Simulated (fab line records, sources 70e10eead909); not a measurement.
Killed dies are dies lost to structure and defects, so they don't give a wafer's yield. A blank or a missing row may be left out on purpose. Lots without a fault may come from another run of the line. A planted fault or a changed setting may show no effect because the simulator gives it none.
fab line records | flow nand_harc
record lots=11 wafers=33 last_day=33
route steps=1302 shown A_STAIRCASE@752
lots that met no fault: from a run of the same line without faults
start_h: hours from the record's first day to the start of the lot's first wafer shown | wait_h: hours since the lot's step before | " the same as in the row above | L1.1+2: a row that stands for several wafers | - no value, or no start given | * or withheld: withheld | < > ~ a bound
route shown NAME@n: a module of which the file shows steps, and the number in the route of the first | usual: mean/standard deviation of fault-free wafers | same: alike in all rows | chamber/n: place in a boat | sites: the reading at each site | _std_site: their standard deviation | _edge_site: outer sites' mean less inner sites' | radius_mm: how far each site lies from the wafer's centre | mask NAME#n: copy n | behind: the tool/chamber that last shaped the wafer | hold: why the lot was held/for how many hours/how that ended | device: the transistor (n, p or np) that didn't switch | end of line: the same wafers' tests at the end of the route | a step without rows: its recipe alone | killed: dies lost to structure and defects at the first sort, not the wafer's yield | map: a wafer's dies, x killed, . not, _ none there
set.NAME: the setting as run; set.NAME@STEP: as run at that earlier step | model.NAME: the simulator's own value behind a step, which no gauge read
steps of the route over a sample of lots; a table a step, a row a wafer
services: from which hour (start_h, from the record's first day; less than 0 if before it) a tool's chamber was out of use, for how many hours, and why
## steps
# step NHARC_A_STAIRCASE_STRIP_238
# recipe power_w=1500 temp_c=250 chemistry=O2
# usual drypump_motor_current_A=5.8/0.34 heater_power_w=377/30 rf_refl_power_W=22/7.4
# columns lot.wafer tool chamber start_h wait_h drypump_motor_current_A heater_power_w rf_hours_counter_h rf_refl_power_W
L362.4 plasma_asher-01 0 387.07 0.2 5.5 411 - 14
L362.6 " 1 " " 5.7 373 - 33
L362.5 " 0 " " 5.5 418 - 15
L364.1 plasma_asher-01 1 412.58 0.1 5.8 381 12 32
L364.4 " 1 " " 5.8 376 - 32
L364.6 " 1 " " 5.8 373 - 34
L365.2 plasma_asher-01 1 413.24 0.1 5.8 383 12 32
L365.3 " 1 " " 5.8 366 - 32
L365.5 " 1 " " 5.8 382 - 32
L366.2 plasma_asher-01 1 433.79 0.1 5.7 385 16 33
L366.4 " 1 " " 5.8 378 - 32
L366.3 " 0 " " 5.5 412 - 15
L372.1 plasma_asher-01 1 485.58 0.4 5.8 386 39 33
L372.2 " 0 " " 5.5 418 39 15
L372.6 " 1 " " 5.8 373 - 32
L376.2 plasma_asher-02 1 522.78 0.1 6.4 369 13 -
L376.1 " 0 " " 5.8 335 13 -
L376.4 " 1 " " 6.4 362 - -
L375.1 plasma_asher-02 1 523.19 0.4 6.5 367 13 17
L375.4 " 1 " " 6.5 373 - 17
L375.6 " 0 " " 5.8 318 - 21
L379.1 plasma_asher-02 1 558.19 0.1 6.5 367 21 17
L379.4 " 1 " " 6.5 366 - 17
L379.5 " 0 " " 5.8 334 - 20
L380.2 plasma_asher-02 0 577.00 0.1 5.8 338 25 20
L380.4 " 1 " " 6.5 360 - 18
L380.5 " 1 " " 6.5 382 - 18
L381.2 plasma_asher-02 0 580.04 0.1 5.8 322 26 21
L381.4 " 0 " " 5.8 330 - 20
L381.6 " 1 " " 6.5 365 - 18
L382.2 plasma_asher-01 0 581.78 0.2 5.5 404 10 -
L382.4 " 1 " " 5.8 371 - -
L382.6 " 1 " " 5.8 366 - -
# step NHARC_A_STAIRCASE_ETCH_253
# recipe target_depth_a=500 time_s=20.2 ion_energy_ev=400 c4f8_flow_sccm=20 o2_flow_sccm=10 ar_flow_sccm=withheld rf_w=600 bias_w=1000 chemistry=C4F8/O2
# usual chamber_pressure_mTorr=24.998/0.021 oes_product_au=0.955/0.02 rf_vpp_V=896/5.4
# columns lot.wafer tool chamber start_h wait_h chamber_pressure_mTorr oes_product_au rf_hours_counter_h rf_vpp_V
L362.4 rie_diel-04 3 388.54 0.1 24.995 0.976 8 905
L362.6 " 3 " " 25.058 0.971 - 907
L362.5 " 0 " " 25.013 0.960 - 894
L364.4 rie_diel-09 1 414.13 0.1 24.971 0.966 31 901
L364.1 " 0 " " 24.987 0.952 36 893
L364.6 " 1 " " 24.986 0.971 - 900
L365.2 rie_diel-01 0 414.67 0.1 24.981 0.933 10 887
L365.3 " 2 " " 24.968 0.913 9 900
L365.5 " 0 " " 24.975 0.922 - 887
L366.2 rie_diel-09 0 435.39 0.1 25.020 0.958 40 894
L366.3 " 1 " " 25.007 0.963 34 900
L366.4 " 2 " " 24.995 0.982 29 891
L372.2 rie_diel-01 3 487.18 0.1 25.007 0.978 33 888
L372.1 " 0 " " 25.006 0.975 37 888
L372.6 " 3 " " 25.014 0.973 - 889
L376.4 rie_diel-01 1 524.25 0.1 25.000 0.973 51 886
L376.1 " 3 " " 25.002 0.975 43 890
L376.2 " 0 " " 24.981 0.986 49 886
L375.1 rie_diel-04 3 524.67 0.1 25.016 0.958 56 905
L375.4 " 1 " " 24.999 0.973 52 898
L375.6 " 2 " " 25.007 0.964 - 897
L379.1 rie_diel-09 3 559.73 0.1 25.002 0.932 22 899
L379.4 " 1 " " 25.006 0.938 - 901
L379.5 " 0 " " 24.968 0.941 - 892
L380.4 rie_diel-01 3 578.59 0.1 25.038 0.976 6 889
L380.2 " 0 " " 25.028 0.965 6 905
L380.5 " 0 " " 24.993 0.959 - 905
L381.4 rie_diel-01 2 581.58 0.1 24.981 0.938 6 897
L381.2 " 0 " " 24.971 0.938 7 905
L381.6 " 3 " " 25.006 0.942 - 888
L382.4 rie_diel-09 0 583.34 0.1 24.978 0.971 29 893
L382.2 " 1 " " 24.981 0.979 27 900
L382.6 " 3 " " 24.983 0.970 - 902
# step NHARC_A_STAIRCASE_DESCUM_270
# recipe time_s=3 o2_flow_sccm=200 ar_flow_sccm=0 bias_power_w=0 chemistry=O2
# usual chamber_pressure_mTorr=60.00/0.052 drypump_motor_current_A=5.6/0.39 o2_flow_sccm=200.1/0.57 oes_product_au=1.000/0.0084 rf_vpp_V=57.7/0.91 showerhead_plenum_p_Torr=1.92/0.081 throttle_valve_pct=11.310/0.0091
# columns lot.wafer tool chamber start_h wait_h chamber_pressure_mTorr drypump_motor_current_A o2_flow_sccm oes_product_au rf_hours_counter_h rf_vpp_V showerhead_plenum_p_Torr throttle_valve_pct
L362.4 rie_diel-01 2 392.25 - 59.99 5.5 199.9 0.991 0 56.8 1.96 11.314
L362.5 " 1 " " 60.00 5.2 199.9 0.992 - 57.3 1.80 11.309
L362.6 " 2 " " 60.08 5.5 199.9 0.994 - 58.9 1.96 11.310
L364.4 rie_diel-01 2 417.85 - 59.98 5.5 200.0 1.000 9 58.7 1.96 11.320
L364.1 " 3 " " 59.92 6.5 200.0 1.006 8 56.6 1.81 11.304
L364.6 " 2 " " 60.01 5.5 200.5 0.994 - 58.7 1.96 11.298
L365.3 rie_diel-04 3 418.41 - 59.95 6.3 200.3 1.007 20 57.3 2.07 11.308
L365.2 " 1 " " 60.04 5.8 198.7 1.001 17 58.6 1.96 11.320
L365.5 " 0 " " 60.00 5.4 200.5 0.998 - 56.8 1.87 11.310
L366.4 rie_diel-04 0 442.91 - 59.92 5.4 198.9 0.994 27 58.8 1.87 11.317
L366.2 " 1 " " 59.95 5.8 200.3 1.003 21 58.3 1.96 11.314
L366.3 " 2 " " 59.99 5.4 201.1 1.002 21 58.1 1.94 11.307
L372.2 rie_diel-04 1 492.94 - 60.08 5.8 199.7 0.999 39 57.3 1.95 11.313
L372.1 " 2 " " 59.97 5.4 199.2 1.008 39 58.0 1.94 11.296
L372.6 " 0 " " 60.10 5.4 200.1 1.003 - 57.2 1.87 11.306
L376.2 rie_diel-04 1 528.75 - 59.91 5.8 200.0 0.994 53 57.9 1.94 11.322
L376.1 " 2 " " 60.02 5.4 199.7 0.996 53 56.2 1.93 11.306
L376.4 " 3 " " 60.03 6.3 159.4 0.990 57 59.1 1.76 10.144
L375.1 rie_diel-04 3 528.80 - 60.13 6.2 160.8 1.004 57 57.1 1.76 10.150
L375.4 " 0 " " 60.00 5.4 201.4 1.004 56 56.7 1.86 11.314
L375.6 " 0 " " 60.17 5.4 200.0 0.999 - 59.2 1.86 11.305
L379.1 rie_diel-09 1 566.61 - 59.95 5.4 200.3 1.000 21 58.0 1.98 11.304
L379.4 " 3 " " 59.96 5.3 199.9 1.000 - 59.3 1.98 11.310
L379.5 " 1 " " 59.98 5.4 201.0 1.012 - 59.2 1.98 11.299
L380.4 rie_diel-01 3 582.35 - 59.99 6.6 198.9 0.998 6 57.0 1.80 11.298
L380.2 " 0 " " 59.91 5.8 200.1 0.998 7 60.2 2.07 11.320
L380.5 " 3 " " 59.99 6.5 199.5 0.994 - 56.4 1.80 11.316
L381.2 rie_diel-09 1 586.20 - 59.98 5.4 199.6 0.996 27 57.5 1.98 11.311
L381.4 " 2 " " 59.99 5.6 200.5 1.007 11 57.6 1.83 11.321
L381.6 " 0 " " 60.04 5.2 200.4 1.009 - 57.2 1.86 11.309
L382.2 rie_diel-09 1 588.19 - 60.12 5.4 200.3 0.996 28 57.9 1.98 11.318
L382.4 " 2 " " 60.04 5.5 199.7 1.006 12 58.5 1.83 11.320
L382.6 " 1 " " 59.91 5.4 200.0 1.008 - 57.4 1.98 11.319
# step NHARC_A_STAIRCASE_HM_OPEN_457
# recipe o2_flow_sccm=400 cos_flow_sccm=20 ar_flow_sccm=0 rf_w=500 bias_w=300 chemistry=O2/COS
# usual chamber_pressure_mTorr=20.001/0.02 drypump_motor_current_A=5.6/0.39 oes_product_au=1.000/0.007 rf_vpp_V=467.4/2.7 showerhead_plenum_p_Torr=3.14/0.13 throttle_valve_pct=28.328/0.0086
# columns lot.wafer tool chamber start_h wait_h chamber_pressure_mTorr drypump_motor_current_A oes_product_au rf_hours_counter_h rf_vpp_V showerhead_plenum_p_Torr throttle_valve_pct
L362.4 rie_diel-01 2 - - 20.027 5.5 0.990 0 469.4 3.19 28.309
L362.5 " 1 " " 19.983 5.2 0.999 - 463.9 2.94 28.334
L362.6 " 2 " " 20.009 5.5 0.994 - 467.6 3.19 28.324
L364.4 rie_diel-01 1 - - 20.002 5.2 1.005 10 463.6 2.94 28.329
L364.1 " 0 " " 20.025 5.8 1.000 10 462.0 2.91 28.330
L364.6 " 1 " " 19.966 5.2 0.986 - 464.0 2.94 28.324
L365.3 rie_diel-04 2 - - 19.983 5.3 1.010 16 468.1 3.17 28.324
L365.2 " 3 " " 19.998 6.3 0.989 20 472.3 3.36 28.330
L365.5 " 2 " " 19.980 5.4 0.994 - 469.3 3.17 28.323
L366.2 rie_diel-04 1 - - 19.984 5.8 0.999 21 469.0 3.19 28.327
L366.4 " 2 " " 19.976 5.4 1.010 21 468.4 3.16 28.324
L366.3 " 0 " " 20.023 5.4 1.004 27 465.9 3.06 28.338
L372.2 rie_diel-04 0 - - 20.016 5.4 1.006 43 464.5 3.05 28.313
L372.1 " 2 " " 19.976 5.4 0.996 39 468.1 3.16 28.323
L372.6 " 0 " " 20.023 5.4 0.992 - 466.0 3.05 28.337
L376.2 rie_diel-04 2 - - 19.996 5.4 0.999 53 467.4 3.15 28.327
L376.4 " 3 " " 19.994 6.3 0.997 57 470.1 3.34 28.313
L376.1 " 0 " " 19.995 5.4 1.000 56 465.3 3.04 28.337
L375.1 rie_diel-04 3 - - 20.018 6.3 0.995 57 471.9 3.34 28.336
L375.4 " 0 " " 20.002 5.4 1.000 56 466.2 3.04 28.312
L375.6 " 2 " " 19.972 5.4 0.991 - 467.6 3.15 28.335
L379.4 rie_diel-09 3 - - 20.010 5.3 0.999 24 469.0 3.22 28.324
L379.1 " 2 " " 20.039 5.6 1.017 5 465.0 3.00 28.337
L379.5 " 3 " " 20.032 5.3 1.004 - 468.7 3.22 28.323
L380.2 rie_diel-01 0 - - 20.008 5.8 1.005 7 473.9 3.37 28.325
L380.4 " 2 " " 20.052 5.5 1.005 6 468.0 3.16 28.338
L380.5 " 3 " " 20.004 6.5 0.990 - 464.2 2.94 28.330
L381.4 rie_diel-09 3 - - 19.994 5.3 0.996 30 470.2 3.21 28.319
L381.2 " 1 " " 20.022 5.4 1.009 27 468.6 3.22 28.323
L381.6 " 3 " " 20.012 5.3 1.000 - 468.3 3.21 28.339
L382.4 rie_diel-09 3 - - 20.017 5.3 0.996 31 467.8 3.21 28.335
L382.2 " 1 " " 20.011 5.4 1.005 28 468.9 3.22 28.333
L382.6 " 3 " " 19.992 5.3 0.999 - 469.4 3.21 28.339
## services
# columns tool chamber start_h hours kind
rie_diel-04 0 364.73 - clean
rie_diel-04 1 364.73 - clean
rie_diel-04 2 364.73 - clean
rie_diel-04 3 364.73 - clean
rie_diel-04 3 364.73 - consumable_replace:showerhead
rie_diel-01 - 380.94 9.0 pm
rie_diel-04 0 389.23 - clean
rie_diel-04 1 389.23 - clean
rie_diel-04 2 389.23 - clean
rie_diel-09 0 389.58 2.6 repair
plasma_asher-02 - 402.95 57.9 repair
rie_diel-09 2 405.13 8.3 repair
rie_diel-04 2 405.71 3.7 repair
rie_diel-04 1 426.06 9.2 repair
rie_diel-04 1 445.58 4.4 repair
rie_diel-04 0 460.20 10.4 repair
plasma_asher-02 - 460.92 9.0 pm
rie_diel-09 - 497.23 9.0 pm
rie_diel-09 1 509.63 3.2 repair
plasma_asher-01 - 519.01 9.0 pm
rie_diel-04 - 532.73 9.0 pm
rie_diel-01 - 558.05 9.0 pm
rie_diel-04 2 567.01 34.5 repair
rie_diel-09 - 568.36 2.1 repair
## key
first_sign step=NHARC_A_STAIRCASE_DESCUM_270 reading=throttle_valve_pct direction=down sigmas=99+ usual=11.310 struck=10.147
effect step=NHARC_A_STAIRCASE_DESCUM_270 reading=o2_flow_sccm direction=down sigmas=70 usual=* struck=*
met_at NHARC_A_STAIRCASE_DESCUM_270
struck_lots L375,L376
struck_wafers L375.1,L376.4
tester_left_out L375,L376
not_acting_at NHARC_A_STAIRCASE_STRIP_238,NHARC_A_STAIRCASE_ETCH_253,NHARC_A_STAIRCASE_HM_OPEN_457
onset_between 418.41 528.75
fault kind=process_parameter_drift tool=rie_diel-04 chamber=3 onset_h=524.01 steps=NHARC_A_STAIRCASE_DESCUM_270 channel=o2_flow_sccm offset=* shape=step end_h=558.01 acts_in=* stated=*
# tester_left_out: of these lots the tester's yield and bins aren't shown, on N5 and GAA mostly nor the transistor test; their killed dies are dies lost to structure and defects alone, not to doping, threshold or leakage, so they don't give the yield
